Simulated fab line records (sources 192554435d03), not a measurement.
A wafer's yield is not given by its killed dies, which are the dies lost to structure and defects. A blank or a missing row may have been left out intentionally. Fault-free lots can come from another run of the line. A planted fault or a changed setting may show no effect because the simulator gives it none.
One fault through the eyes of 2 desks || flow n5_finfet || what lay behind the numbers comes last; until then each desk has only its own

## DESK OF THE TOOL OWNER: ald_metal-04
The tool's own readings at N5_BEOL_M7_ALD_77 (deposits TaN, target thk 2 nm, pulse time 2 s, purge time 3 s): means of the sampled wafers that have a number, for each lot that ran on this tool. A lot is out of limits, marked OUT, if its mean lies more than 4 standard deviations from the usual mean; the brackets give that distance.
Columns: A = heater_power_w at N5_BEOL_M7_ALD_77, usual 421 W; B = susceptor_temp_C at N5_BEOL_M7_ALD_77, usual 275.01 C
{"lot": "L297", "first seen here": "day 10 09:05", "A": 385, "B": 274.92}
{"lot": "L305", "first seen here": "day 13 06:53", "A": 396, "B": "-"}
This desk's verdict: no lot among the 2 shows anything out of limits.

## AT THE METROLOGY DESK
What the gauges read for every lot (on any tool): the sampled wafers with a number, averaged. A lot is out of limits, marked OUT, if its mean lies more than 4 standard deviations from the usual mean; the brackets give that distance. Readings shown: 7 out of 36 (the first out of limits, and those lying furthest out on some lot).
Columns: A = SS_N at N5_BEOL_M4_RC_MEAS_101, usual 71.5 mV/dec; B = SS_P at N5_BEOL_M4_RC_MEAS_101, usual 73.2 mV/dec; C = VT_P at N5_BEOL_M4_RC_MEAS_101, usual -251 mV; D = COMB_M7 at N5_BEOL_M15_RC_MEAS_101, usual 2.7e-11 S/m; E = COMB_M7_max_site at N5_BEOL_M15_RC_MEAS_101, usual 3.8e-11 S/m; F = SERP_M7 at N5_BEOL_M15_RC_MEAS_101, usual 13.9 ohm/um; G = SERP_M8 at N5_BEOL_M15_RC_MEAS_101, usual 13.9 ohm/um
{"lot": "L297", "first seen here": "day 9 07:51", "A": 71.1, "B": 73.4, "C": -249, "D": 2.7e-11, "E": 4.6e-11, "F": 13.6, "G": 15.0}
{"lot": "L305", "first seen here": "day 12 04:19", "A": 71.3, "B": 73.2, "C": -252, "D": "7.1e-11 (+8.8) OUT", "E": "8.8e-11 (+6.1) OUT", "F": 12.9, "G": 14.3}
{"lot": "L307", "first seen here": "day 12 08:01", "A": 73.0, "B": 74.6, "C": -246, "D": 2.4e-11, "E": 3.4e-11, "F": 13.4, "G": 12.6}
This desk finds L305 out of limits, with the earliest case on L305 at day 15 13:40 (COMB_M7 at N5_BEOL_M15_RC_MEAS_101). L297, L307: within limits.

## TAKEN TOGETHER
At day 15 13:40 the metrology desk could have sounded an alarm, on L305.
Nothing out of limits was seen by the tool owner's desk.
Tool owner's desk: L305 on record, inside its limits.
All the named lots went through N5_BEOL_M7_ALD_77 on ald_metal-04.

## WHAT HAD BEEN PUT IN BY THE SIMULATOR
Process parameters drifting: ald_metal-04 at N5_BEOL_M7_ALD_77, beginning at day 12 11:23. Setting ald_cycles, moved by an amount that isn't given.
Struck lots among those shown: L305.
Time in hours between the start of the fault and the first out-of-limits reading at each desk: metrology desk, 74.
